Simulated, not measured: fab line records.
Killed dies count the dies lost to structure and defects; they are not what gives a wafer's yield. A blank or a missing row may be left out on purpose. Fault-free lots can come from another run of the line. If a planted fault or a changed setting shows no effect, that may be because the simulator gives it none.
Chamber matching | flow nand harc | rie diel-13 running NHARC_P_GATE_DESCUM_93: 4 sister chambers
The step chemistry O2, time 3 s. 8 wafers are shown with their chamber, then 7 later ones without.

== WAFERS WITH THEIR CHAMBER ==
wafer  | chamber | showerhead plenum p Torr (Torr) | drypump motor current A (A)
L076.5 | 3       | 2.03                            | 5.5
L076.6 | 0       | 1.89                            | 5.8
L082.3 | 0       | 1.89                            | 5.7
L089.1 | 3       | 2.03                            | 5.5
L089.2 | 2       | 1.96                            | 4.9
L089.3 | 1       | 1.79                            | 4.7
L090.1 | 2       | 1.95                            | 4.9
L090.4 | 1       | 1.79                            | 4.7

== WAFERS WHOSE CHAMBER IS MISSING ==
wafer  | showerhead plenum p Torr (Torr) | drypump motor current A (A)
L090.5 | 1.79                            | 4.7
L093.1 | 1.79                            | 4.7
L093.2 | 2.03                            | 5.5
L093.5 | 2.03                            | 5.5
L096.3 | 1.79                            | 4.7
L096.5 | 1.79                            | 4.7
L096.6 | 1.88                            | 5.7

== WHICH CHAMBER EACH WENT THROUGH ==
wafer  | from the rows above | in truth
L090.5 | 1                   | 1
L093.1 | 1                   | 1
L093.2 | 3                   | 3
L093.5 | 3                   | 3
L096.3 | 1                   | 1
L096.5 | 1                   | 1
L096.6 | 0                   | 0
Correct placement for 7 of the 7. Left unplaced by these rows: 0. Placed wrongly: 0.
How it was worked out, from the rows above alone: a wafer's distance from a chamber is the root of the sum, over the readings, of the square of ((its reading less the chamber's mean) divided by the reading's scatter). The wafer belongs to the nearest chamber; if the next one is less than 2 further off, it can't be placed. A chamber's mean is the mean of its shown wafers. The scatter: take each reading less its chamber's mean, square it, sum over the shown wafers, divide by the number of wafers less the number of chambers, and take the root.
